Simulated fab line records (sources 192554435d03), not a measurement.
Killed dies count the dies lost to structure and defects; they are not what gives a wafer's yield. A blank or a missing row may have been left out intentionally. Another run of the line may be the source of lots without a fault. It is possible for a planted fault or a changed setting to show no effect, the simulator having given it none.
A struck lot beside a sound one :: flow n5_finfet :: 14 steps out of a route of 1938
Sound: the wafers L878.1, L878.2, L878.6. Wafers L886.1, L886.2, L886.4 were the ones struck. The cause comes at the end.
Per side, at each step with rows, come the tool, then ch with its chambers, and then its first start. Under that, the readings that differ: sound wafers :: struck wafers :: difference of the means :: sigmas: that difference in standard deviations of wafers without a fault.
alike: same words and numbers on both sides, and readings whose means sit less than 2 such deviations apart. not compared: any withheld reading, any reading some wafer has no value for, any bound like >300 that may hide the same value, and any number with overlapping values for which the record gives no deviation.
The two part at a step that has a row with sigmas, a row that says differs or no value, or rows on one side only. Non-overlapping numbers with no deviation appear without sigmas and do not part them. A reading missing from all wafers of one side parts the sides only when that side holds two or more wafers.

N5_BEOL_M0_SAQP_STRIP_108: strips in N2/H2.
  sound on rie_diel-06 ch 0,1,2, day 5 17:07; struck on rie_diel-01 ch 0,1,2, day 8 00:49
  alike: drypump_motor_current_A, oes_product_au, rf_vpp_V, showerhead_plenum_p_Torr, throttle_valve_pct
  not compared: rf_hours_counter_h
N5_BEOL_M0_SAQP_RECESS_109: chemistry HF/NH3, target SiO2, target depth 3 nm, afs cycles 1, sublimation time 60 s.
  sound on vapor_etch-02 ch 0,1, day 5 17:10; struck on vapor_etch-02 ch 0,1, day 8 00:52
  alike: drypump_motor_current_A
N5_BEOL_M0_SAQP_SPACER2_ALD_26: deposits SiO2, target thk 15 nm, pulse time 1 s, purge time 2 s.
  sound on ald_sin-03 ch 1,2,3, day 5 17:19; struck on ald_sin-03 ch 0,1,2, day 8 01:01
  alike: heater_power_w, precursor_pulse_height_rel
N5_BEOL_M0_SAQP_SPACER2_ETCHBACK_27: etches SiO2 in CHF3/O2, target depth 22.5 nm, time 11.25 s.
  sound on rie_diel-01 ch 0,1, day 5 17:58; struck on rie_diel-01 ch 1,2, day 8 01:34
  alike: O2_flow_sccm, drypump_motor_current_A, oes_ar_750_au, oes_product_au, rf_vpp_V, showerhead_plenum_p_Torr, throttle_valve_pct
  not compared: rf_hours_counter_h
N5_BEOL_M0_SAQP_MANDREL2_REMOVE_110: chemistry HBr/Cl2/O2, target a-Si, stops on SiCN, bt time 10 s.
  sound on rie_si-05 ch 0,1, day 5 18:02; struck on rie_si-06 ch 0,1,3, day 8 01:39
  alike: O2_flow_sccm, drypump_motor_current_A, oes_product_au, throttle_valve_pct
  not compared: rf_hours_counter_h
N5_BEOL_M0_SAQP_CD_MEAS_29: target cd 14.4 nm.
  sound on cd_sem-02 ch 0, day 5 18:09; struck on cd_sem-01 ch 0, day 8 01:46
  alike: cd_nm
then, 6 steps without rows for these wafers: N5_BEOL_M0_SAQP_COAT_69 (time 60 s, resist thk 90 nm); N5_BEOL_M0_SAQP_COAT_72 (time 60 s, resist thk 15 nm); N5_BEOL_M0_SAQP_COAT_87 (time 60 s, resist thk 5 nm); N5_BEOL_M0_SAQP_COAT_34 (resist thk 30 nm); N5_BEOL_M0_SAQP_EBR_36; N5_BEOL_M0_SAQP_SOFTBAKE_35 (time 60 s).
N5_BEOL_M0_SAQP_EXPOSE_37: exposes mask M0 CUT1, target cd 30 nm.
  struck on euv_scanner-02, day 8 01:56; sound on euv_scanner-02 ch 0, day 5 18:20
  no value came back on the struck wafers for exposure_dose_mJ_cm2, focus_offset_nm (nm), na, sigma_outer; on the sound wafers exposure_dose_mJ_cm2 reads 44.80 44.80 44.76
  alike: mask
then, 1 step without rows for these wafers: N5_BEOL_M0_SAQP_PEB_38 (peb time 60 s).

## WHERE THEY PART
Within this record, at N5_BEOL_M0_SAQP_EXPOSE_37 only.

WHY: what the simulator had put in
Entire step skipped (euv_scanner-02, N5_BEOL_M0_SAQP_EXPOSE_37), from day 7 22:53 onward. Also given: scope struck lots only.
